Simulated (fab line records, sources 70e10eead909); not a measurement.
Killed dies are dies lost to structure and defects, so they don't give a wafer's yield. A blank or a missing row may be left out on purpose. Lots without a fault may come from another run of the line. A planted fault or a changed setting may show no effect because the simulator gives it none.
A struck lot beside a sound one | flow nand_harc | 24 steps out of a route of 1302
Sound: wafers L488.1, L488.3, L488.4. Struck: wafers L482.3, L482.4, L482.5. The cause comes at the end.
At each step with rows: each side's tool, then ch and its chambers, then its first start. Under that, the readings that differ: sound wafers | struck wafers | difference of the means | sigmas: that difference in standard deviations of wafers without a fault.
alike: readings whose means differ by less than 2 such deviations, and words and numbers that are the same on both sides. not compared: withheld readings, readings that some wafer has no value for, bounds like >300 that may hide the same value, and numbers for which the record gives no deviation and whose values overlap.
The two part at a step that has a row with sigmas, a row that says differs or no value, or rows on one side only. Numbers that don't overlap but have no deviation are shown without sigmas and don't part them. A reading that every wafer of one side lacks parts them only if that side has two wafers or more.

NHARC_P_M1_INSPECT_27:
  sound on defect_inspect-02, day 13 02:55; struck on defect_inspect-02, day 10 10:41
  alike: raw_defect_count
NHARC_P_M1_PRE_CLEAN_32: time 12 s.
  sound on pecvd-03 ch 0,1,2, day 13 02:59; struck on pecvd-01 ch 0,2, day 10 10:46
  alike: heater_power_outer_w, heater_power_w
NHARC_P_M1_DEP_33: deposits SiCN, target thk 30 nm.
  sound on pecvd-03 ch 0,1,2, day 13 03:04; struck on pecvd-01 ch 0,2, day 10 10:52
  alike: heater_power_outer_w, heater_power_w
then, 8 steps without rows for these wafers: NHARC_P_M2_DEP_00 (deposits SiOC, target thk 182.5 nm); NHARC_P_M2_DEHYDRATE_01 (time 120 s); NHARC_P_M2_HMDS_02 (time 30 s); NHARC_P_M2_COAT_34 (time 65 s); NHARC_P_M2_COAT_03 (resist thk 90 nm); NHARC_P_M2_SOFTBAKE_04 (time 55 s); NHARC_P_M2_EBR_05; NHARC_P_M2_EXPOSE_06 (exposes mask P M2, target cd 170 nm).
NHARC_P_M2_PEB_07: peb time 65 s.
  sound on litho_track-01 ch 0, day 13 04:14; struck on litho_track-06 ch 0, day 10 12:01
  reading                  | sound               | struck               | difference | sigmas
  heater_power_total_W (W) | 156.5 156.3 157.2   | 162.1 162.2 161.5    | +5.3       | +13
  plate_temp_C (C)         | 100.13 99.95 100.16 | 102.63 102.61 102.57 | +2.52      | +19
then, 1 step without rows for these wafers: NHARC_P_M2_DEVELOP_08 (develop time 35 s).
NHARC_P_M2_CD_MEAS_09: target cd 170 nm.
  sound on cd_sem-02 ch 0, day 13 04:19; struck on cd_sem-02 ch 0, day 10 12:06
  reading    | sound             | struck            | difference | sigmas
  cd_nm (nm) | 171.5 171.0 171.2 | 177.8 178.6 178.1 | +6.9       | +12
NHARC_P_M2_OVL_MEAS_10: pitch 340 nm.
  sound on overlay-02, day 13 04:24; struck on overlay-02, day 10 12:11
  alike: overlay_x_nm, overlay_y_nm
NHARC_P_M2_INSPECT_11:
  sound on defect_inspect-01, day 13 04:26; struck on defect_inspect-02, day 10 12:14
  alike: raw_defect_count
NHARC_P_M2_DESCUM_14: chemistry O2, time 3 s.
  sound on rie_diel-11 ch 0,2,3, day 13 04:31; struck on rie_diel-11 ch 0,1,2, day 10 12:18
  reading               | sound           | struck          | difference | sigmas
  model.P_M2.cd_nm (nm) | 171.1 171 171.4 | 178.2 178.6 178 | +7.1       |
  alike: drypump_motor_current_A, oes_product_au, rf_vpp_V, showerhead_plenum_p_Torr, throttle_valve_pct
  not compared: rf_hours_counter_h
NHARC_P_M2_ETCH_35: etches the open film in N2/H2, target depth 40 nm, overetch 12 nm, time 43.94 s.
  sound on rie_diel-11 ch 0,1,3, day 13 04:35; struck on rie_diel-11 ch 0,1, day 10 12:22
  alike: drypump_motor_current_A, oes_product_au, rf_vpp_V, showerhead_plenum_p_Torr, throttle_valve_pct
  not compared: rf_hours_counter_h
NHARC_P_M2_ETCH_15: etches the open film in C4F8/Ar, target depth 182.5 nm, time 91.2 s.
  sound on rie_diel-11 ch 0,1,2; struck on rie_diel-11 ch 0,2,3
  reading               | sound             | struck            | difference | sigmas
  oes_product_au (a.u.) | 0.911 0.922 0.915 | 0.956 0.979 0.967 | +0.051     | +2
  alike: rf_vpp_V
  not compared: rf_hours_counter_h
NHARC_P_M2_CD_MEAS_16:
  sound on cd_sem-02, day 13 04:48; struck on cd_sem-01, day 10 12:36
  reading    | sound             | struck            | difference | sigmas
  cd_nm (nm) | 171.1 170.8 171.3 | 177.5 178.6 177.8 | +6.9       | +8
NHARC_P_M2_STRIP_18: strips in N2/H2.
  sound on rie_diel-12 ch 1,2, day 13 04:53; struck on rie_diel-12 ch 0,2,3, day 10 12:40
  alike: drypump_motor_current_A, oes_product_au, rf_vpp_V, showerhead_plenum_p_Torr, throttle_valve_pct
  not compared: rf_hours_counter_h
NHARC_P_M2_ETCH_28: etches the open film in CF4/N2, target depth 30 nm, time 72.99 s.
  sound on rie_diel-12 ch 1,2; struck on rie_diel-12 ch 0,2,3
  reading               | sound             | struck            | difference | sigmas
  model.P_M2.cd_nm (nm) | 171.2 170.4 171.6 | 178.4 178.6 177.8 | +7.2       |
  alike: drypump_motor_current_A, oes_product_au, rf_vpp_V, showerhead_plenum_p_Torr, throttle_valve_pct
  not compared: rf_hours_counter_h
then, 2 steps without rows for these wafers: NHARC_P_M2_STRIP_19 (strips in post etch residue remover, time 600 s); NHARC_END_SORT_01.

WHERE THEY PART
First at NHARC_P_M2_PEB_07; last, within this record, at NHARC_P_M2_CD_MEAS_16. Later steps at which nothing parts them and some readings are alike: NHARC_P_M2_STRIP_18, NHARC_P_M2_ETCH_28.

WHY: what the simulator had put in
Process parameter drift: litho_track-06, from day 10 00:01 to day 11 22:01, at NHARC_P_M2_PEB_07. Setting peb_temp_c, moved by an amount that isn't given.
